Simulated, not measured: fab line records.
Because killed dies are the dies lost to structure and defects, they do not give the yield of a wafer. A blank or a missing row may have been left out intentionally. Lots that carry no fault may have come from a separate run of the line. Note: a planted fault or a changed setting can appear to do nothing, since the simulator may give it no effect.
Matching of chambers | flow n5-finfet | N5_FIN_SAQP_PECVD_06 on pecvd-04 has 3 sister chambers
The step deposits a-Si from SiH4/He, target thk 60 nm, time 48.1 s. 3 wafers are shown with their chamber, then 8 later ones without.

WAFERS WITH THEIR CHAMBER
wafer  | chamber | throttle-valve-pct (%)
L090.2 | 2       | 18.2
L090.5 | 1       | 19.3
L093.1 | 0       | 19.9

WAFERS WITH NO CHAMBER GIVEN
wafer  | throttle-valve-pct (%)
L093.4 | 19.1
L093.6 | 17.9
L096.2 | 18.2
L096.3 | 19.7
L096.5 | 19.8
L097.2 | 17.7
L097.4 | 19.9
L097.5 | 19.0

THE CHAMBER EACH PASSED THROUGH
wafer  | from the rows above     | in truth
L093.4 | 1                       | 1
L093.6 | 2                       | 2
L096.2 | 2                       | 2
L096.3 | can't be placed: 0 or 1 | 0
L096.5 | can't be placed: 0 or 1 | 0
L097.2 | 2                       | 2
L097.4 | 0                       | 0
L097.5 | can't be placed: 1 or 2 | 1
5 of 8 placed correctly. These rows do not allow placing 3 (true chamber among the candidates in 3). Placed wrongly: 0.
How it was worked out, from the rows above alone: a wafer's distance from a chamber is the root of the sum, over the readings, of the square of ((its reading less the chamber's mean) divided by the reading's scatter). If the next closest chamber is less than 2 further off than the closest, the wafer can't be placed; otherwise it belongs to the closest. The mean given for a chamber averages the wafers shown for that chamber. The scatter: with one shown wafer a chamber, the root of the mean of the squares of how far each hidden wafer lies from its nearest shown one.
